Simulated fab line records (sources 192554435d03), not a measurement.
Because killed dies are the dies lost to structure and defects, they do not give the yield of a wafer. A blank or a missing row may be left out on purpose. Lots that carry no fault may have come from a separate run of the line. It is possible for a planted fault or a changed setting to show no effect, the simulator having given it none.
Matching of chambers | flow n5Finfet | N5_MOL_CONTACT_COAG_ETCH_65 on rieDiel-04: 4 sister chambers
The step etches underlayer in N2/H2, target depth 13 nm, time 10.4 s. 4 wafers are shown with their chamber, then 9 later ones without.

## EACH WAFER AND ITS CHAMBER
wafer  | chamber | oesProductAu (a.u.)
L085.6 | 3       | 0.71
L086.4 | 2       | 0.61
L087.4 | 1       | 0.57
L087.6 | 0       | 0.67

## WAFERS WITHOUT THEIR CHAMBER
wafer  | oesProductAu (a.u.)
L088.2 | 0.67
L088.4 | 0.67
L088.6 | 0.56
L092.2 | 0.69
L092.3 | 0.59
L092.5 | 0.66
L095.1 | 0.68
L095.2 | 0.80
L095.3 | 0.66

## CHAMBER TAKEN BY EACH
wafer  | from the rows above          | in truth
L088.2 | can't be placed: 0 or 3 or 2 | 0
L088.4 | can't be placed: 0 or 3 or 2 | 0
L088.6 | can't be placed: 1 or 2      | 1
L092.2 | can't be placed: 0 or 3 or 2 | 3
L092.3 | can't be placed: 1 or 2 or 0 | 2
L092.5 | can't be placed: 0 or 3 or 2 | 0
L095.1 | can't be placed: 0 or 3 or 2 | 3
L095.2 | can't be placed: 3 or 0      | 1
L095.3 | can't be placed: 0 or 3 or 2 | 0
0 of 9 placed correctly. Unplaceable from these rows: 9, with the true chamber sitting among the candidates in 8. Number placed wrongly: 0.
How it was worked out, from the rows above alone: a wafer's distance from a chamber is the root of the sum, over the readings, of the square of ((its reading less the chamber's mean) divided by the reading's scatter). If the next closest chamber is less than 2 further off than the closest, the wafer can't be placed; otherwise it belongs to the closest. The mean given for a chamber averages the wafers shown for that chamber. The scatter (one wafer shown for each chamber): square how far every hidden wafer sits from the nearest shown wafer, average those squares and take the square root.
